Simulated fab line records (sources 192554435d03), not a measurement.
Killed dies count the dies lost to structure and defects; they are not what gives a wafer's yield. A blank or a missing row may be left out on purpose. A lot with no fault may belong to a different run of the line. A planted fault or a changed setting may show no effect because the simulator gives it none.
8D (eight disciplines) problem report, filled in by code -- flow n5 finfet -- the parts of the form that need people (team, actions taken, sign-off) are left out

## 1. WHAT WENT WRONG
Wafers without a fault read 75.00 W, standard deviation 0.22; bias w at N5_BEOL_M7_ETCH_41 reads a mean of 64.52 W on 2 wafers belonging to 2 lots. That puts it -48 standard deviations away from the usual mean.
The step: etches SiCN in CH3F/O2, target depth 31.9 nm, time 57.8 s.
First observed at day 12 04:37: wafer L394.6, on rie diel-01. The record holds 30 wafers of 10 lots with a number at this step. Rule for "out" (also "out of limits"): further than 4 standard deviations from the usual mean. All remaining wafers that have a number are taken as sound.

## 2. WHAT IT IS; WHAT IT IS NOT
question,is,is not
which readings at this step,"bias w, rf vpp V","CH3F_flow_sccm, drypump motor current A, oes product au, rf fwd power W, showerhead plenum p Torr, throttle valve pct"
which lots,"L394, L395","L382, L383, L385, L386, L396, L400, L402, L403"
which wafers of those lots,"L394.6, L395.3","L394.2, L394.3, L395.1, L395.4"
read on which tools,rie diel-01,"rie diel-03, rie diel-05"
when,from day 12 04:37,"up to then (14 sound wafers); but 14 sound wafers of L395, L396, L400, L402, L403 came after"

## 3. WHAT RULES OUT EACH SUSPECT
Counting: if a tool at a process step up to the reading ran every lot that is out, it stays a suspect. Sound lots after the first of them don't rule it out here, since some wafers of a struck lot are sound.
- rie diel-01 at N5_BEOL_M7_ETCH_41 (etches SiCN in CH3F/O2, target depth 31.9 nm, time 57.8 s): kept. Every lot that is out went through it, the first being L394 (day 12 04:37); the last sound lot it ran before that was L383 (day 9 10:20). Out on those wafers are its own readings of bias w, rf vpp V.
- At N5_BEOL_M7_ETCH_41, inside rie diel-01: chamber 0 took the wafers that are out, while their sound lot-mates went through chambers 2, 3.
Left after counting: rie diel-01 at N5_BEOL_M7_ETCH_41.

## 4. THE CAUSE (what the simulator had put in)
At N5_BEOL_M7_ETCH_41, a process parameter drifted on rie diel-01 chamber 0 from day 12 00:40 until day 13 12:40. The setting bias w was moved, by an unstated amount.
The count eliminated every tool but this one.

## 5. THE CHAIN OF EFFECTS, in route order
One row per reading whose mean, taken over the struck wafers that have a number, lies over 3 standard deviations from the usual. Readings are gone through only where the record gives a usual standard deviation; hours: the median, over the lots, of the time from a lot's start at the first step in this table giving one to that lot's start at this step; sigmas: the change measured in usual standard deviations.
hours,step,reading,usual,on struck wafers,change,sigmas
0,N5_BEOL_M7_ETCH_41,bias w,75.00 W,64.52,-10.48,-48
0,N5_BEOL_M7_ETCH_41,rf vpp V,297.3 V,270.9,-26.4,-20
It contains these process steps:
- N5_BEOL_M7_ETCH_41: etches SiCN in CH3F/O2, target depth 31.9 nm, time 57.8 s.

## 6. HOW IT WOULD HAVE BEEN CAUGHT EARLIER
In this record no reading fell out of limits until day 12 04:37, 4 hours after the fault had begun at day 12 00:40.
